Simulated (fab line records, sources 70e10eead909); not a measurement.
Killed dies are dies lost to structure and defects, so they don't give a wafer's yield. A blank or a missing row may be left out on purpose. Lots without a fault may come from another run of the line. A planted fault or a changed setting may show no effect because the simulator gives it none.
One fault seen from 3 desks | flow nand_harc | each desk has only its own numbers; what lay behind them comes last

THE DEFECT DESK
What the inspections along the route counted, lot by lot: means of the sampled wafers that have a number. A lot is out of limits, marked OUT, if its mean lies more than 4 standard deviations from the usual mean; the brackets give that distance.
Columns: A = raw_defect_count at NHARC_A_BONDPAD_INSPECT_23, usual 548
lot  | first seen here | A
L207 | day 24 01:10    | 367
L209 | day 24 08:02    | 579
L211 | day 25 05:16    | 532
L212 | day 25 06:41    | 543
L213 | day 25 15:43    | 718
L214 | day 26 10:59    | 591
L215 | day 26 17:05    | 958
L216 | day 26 22:04    | 493
L219 | day 27 05:05    | 560
L221 | day 28 22:58    | 668
L222 | day 29 00:22    | 397
L229 | day 32 11:14    | 482
L230 | day 32 12:46    | 427
This desk's finding: nothing out of limits on any of the 13 lots.

THE TOOL OWNER'S DESK: rie_diel-09
The tool's own readings at NHARC_HYBRID_BOND_ACTIVATE_00 (chemistry N2, time 60 s): means of the sampled wafers that have a number, for each lot that ran on this tool. A lot is out of limits, marked OUT, if its mean lies more than 4 standard deviations from the usual mean; the brackets give that distance.
Columns: A = drypump_motor_current_A at NHARC_HYBRID_BOND_ACTIVATE_00, usual 5.7 A; B = oes_product_au at NHARC_HYBRID_BOND_ACTIVATE_00, usual 1.000 a.u.; C = rf_vpp_V at NHARC_HYBRID_BOND_ACTIVATE_00, usual 64.2 V; D = run_length_s at NHARC_HYBRID_BOND_ACTIVATE_00, usual 81.3 s; E = showerhead_plenum_p_Torr at NHARC_HYBRID_BOND_ACTIVATE_00, usual 1.76 Torr
lot  | first seen here | A   | B     | C    | D    | E
L212 | day 25 06:46    | 5.6 | 1.000 | 63.0 | 81.3 | 1.76
L213 | day 25 15:47    | 5.9 | 0.999 | 63.4 | 81.6 | 1.71
L214 | day 26 11:04    | 5.8 | 1.002 | 63.7 | 81.5 | 1.80
L215 | day 26 17:08    | 5.4 | 1.003 | 64.5 | 81.6 | 1.75
L216 | day 26 22:25    | 5.1 | 0.998 | 65.1 | 81.3 | 1.84
L221 | day 28 23:02    | 5.1 | 0.999 | 63.9 | 80.2 | 1.82
L222 | day 29 00:27    | 5.6 | 0.997 | 64.3 | 80.8 | 1.76
This desk's finding: nothing out of limits on any of the 7 lots.

THE METROLOGY DESK
What the gauges read, lot by lot, whatever tool the lot ran on: means of the sampled wafers that have a number. A lot is out of limits, marked OUT, if its mean lies more than 4 standard deviations from the usual mean; the brackets give that distance.
Columns: A = cd_nm at NHARC_A_BONDPAD_CD_MEAS_09, usual 500.3 nm
lot  | first seen here | A
L207 | day 23 22:25    | 500.2
L209 | day 24 05:17    | 499.1
L211 | day 25 02:13    | 501.0
L212 | day 25 03:53    | 501.3
L213 | day 25 12:47    | 500.4
L214 | day 26 08:12    | 501.5
L215 | day 26 14:17    | 501.1
L216 | day 26 19:16    | 502.3
L219 | day 27 02:17    | 500.6
L221 | day 28 20:11    | 499.1
L222 | day 28 21:35    | 499.8
L229 | day 32 08:29    | 501.7
L230 | day 32 09:58    | 501.3
This desk's finding: nothing out of limits on any of the 13 lots.

PUT TOGETHER
The defect desk saw nothing out of limits.
The tool owner's desk saw nothing out of limits.
The metrology desk saw nothing out of limits.

WHAT THE SIMULATOR HAD PUT IN
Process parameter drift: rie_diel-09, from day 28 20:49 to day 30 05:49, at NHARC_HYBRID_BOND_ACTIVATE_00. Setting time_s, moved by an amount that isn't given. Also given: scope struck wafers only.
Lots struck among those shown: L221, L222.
